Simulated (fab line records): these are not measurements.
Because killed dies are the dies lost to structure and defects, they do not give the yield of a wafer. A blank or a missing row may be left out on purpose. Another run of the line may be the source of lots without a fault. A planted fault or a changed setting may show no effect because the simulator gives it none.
Split-lot trial -- flow n5Finfet -- on a route of 1938 steps: 7 lots, 21 wafers read

ON THE SPLIT
At N5_BEOL_M15_COAT_04 (resist thk 800 nm), the setting spinRpm was moved away from the recipe's 1704 rpm on 10 of the 21 wafers read, by -10.8% to +10.5%. All remaining wafers had this setting at the recipe value.

FROM THE SPLIT TO THE READING: what the file shows between them, 4 steps
- N5_BEOL_M15_EBR_06
- N5_BEOL_M15_SOFTBAKE_05: time 60 s
- N5_BEOL_M15_DESCUM_15: chemistry O2, time 7.9 s
- N5_BEOL_M15_ETCH_59: etches BARC in N2/H2, target depth 89 nm, overetch 26.7 nm, time 67.9 s

THE READING
coat_of_BEOL_M15_COAT_04.thkNm (the simulator's own value, which no gauge read), in nm, at N5_BEOL_M15_VIA_ETCH_16 (etches SiO2 in C4F8/O2/Ar, target depth 1792.2 nm). The file does not state a usual value for it. Across the 11 wafers here that went through the recipe, the average is 337.6 nm and the standard deviation 8.5 nm.

wafer,"tool, chamber at the split","spinRpm as run, rpm",against the recipe,"coat_of_BEOL_M15_COAT_04.thkNm, nm",against lot-mates on the recipe
L074.2,"lithoTrack-05, 0",1704,recipe,345.4,-
L074.4,"lithoTrack-05, 0",1704,recipe,331.6,-
L074.5,"lithoTrack-05, 0",1811,+6.3%,312.4,-26.1
L075.3,"lithoTrack-04, 0",1652,-3.1%,365.2,+20.4
L075.4,"lithoTrack-04, 0",1704,recipe,344.8,-
L075.5,"lithoTrack-04, 0",1652,-3.1%,349,+4.2
L080.2,"lithoTrack-05, 0",1520,-10.8%,368.6,+42.4
L080.3,"lithoTrack-05, 0",1520,-10.8%,387,+60.8
L080.4,"lithoTrack-05, 0",1704,recipe,326.2,-
L084.1,"lithoTrack-01, 0",1704,recipe,340.2,-
L084.3,"lithoTrack-01, 0",1704,recipe,331.6,-
L084.5,"lithoTrack-01, 0",1704,recipe,323,-
L086.2,"lithoTrack-01, 0",1704,recipe,350.6,-
L086.4,"lithoTrack-01, 0",1883,+10.5%,274.2,-76.4
L086.6,"lithoTrack-01, 0",1883,+10.5%,273.6,-77.0
L091.1,"lithoTrack-05, 0",1704,recipe,338.6,-
L091.4,"lithoTrack-05, 0",1704,recipe,335.2,-
L091.6,"lithoTrack-05, 0",1566,-8.1%,371.2,+34.3
L097.3,"lithoTrack-01, 0",1769,+3.8%,325.6,-20.8
L097.4,"lithoTrack-01, 0",1769,+3.8%,319.8,-26.6
L097.6,"lithoTrack-01, 0",1704,recipe,346.4,-

FIT RESULTS
A straight line over all 21 wafers: coat_of_BEOL_M15_COAT_04.thkNm changes by -4.73 nm for each +1% of spinRpm; r = -0.94; the points scatter about the line by 9.7 nm.
The same after taking each lot's own level away (the mean of its wafers on the recipe; 21 wafers): -5.65 nm for each +1%; r = -0.97; scatter 8.6 nm.
Per that fit: largest spinRpm move, reading shift of 61 nm.
The span of the lots' own levels, 326.20 to 350.60 nm, comes to 2.9 times the standard deviation stated above.
Thus the slope moves with the lot-to-lot level: the two fits are different.
Check: for one of the wafers moved furthest among these (-10.8%), held out of the fit, the line's prediction against its lot-mates is +62.4 nm. It came out at +42.4 nm against them.

OTHER SPLITS ON THESE WAFERS
Before the reading, these wafers also passed through other splits. Each is held against what the fit with the lots' levels taken away leaves over:
other split on the same wafers,wafers away from the commonest value,r with coat_of_BEOL_M15_COAT_04.thkNm (lot level and that fit taken away)
N5_BEOL_M13_ILD_DEP_00 timeS,8,+0.07
N5_BEOL_M13_SPUTTER_43 timeS,9,+0.42
N5_BEOL_M13_SPUTTER_44 powerW,6,-0.19
N5_BEOL_M14_DEP_53 timeS,12,+0.21

THE WHOLE CHAIN: every reading that the file lists as answering this split, in the file's order
step,what it does,reading,change (the file's fit),r (the file's)
N5_BEOL_M15_COAT_04,resist thk 800 nm,"coat_of_BEOL_M15_COAT_04.thkNm (the simulator's own value, which no gauge read)",-4.04 nm for each +1% of the setting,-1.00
N5_BEOL_M15_ETCH_59,"etches BARC in N2/H2, target depth 89 nm, overetch 26.7 nm, time 67.9 s","coat_of_BEOL_M15_COAT_04.thkNm (the simulator's own value, which no gauge read)",-4.12 nm for each +1% of the setting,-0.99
N5_BEOL_M15_VIA_ETCH_16,"etches SiO2 in C4F8/O2/Ar, target depth 1792.2 nm","coat_of_BEOL_M15_COAT_04.thkNm (the simulator's own value, which no gauge read)",-5.43 nm for each +1% of the setting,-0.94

FILE'S OWN FIT
coat_of_BEOL_M15_COAT_04.thkNm changes by -5.43 nm for each +1% of spinRpm, r = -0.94.
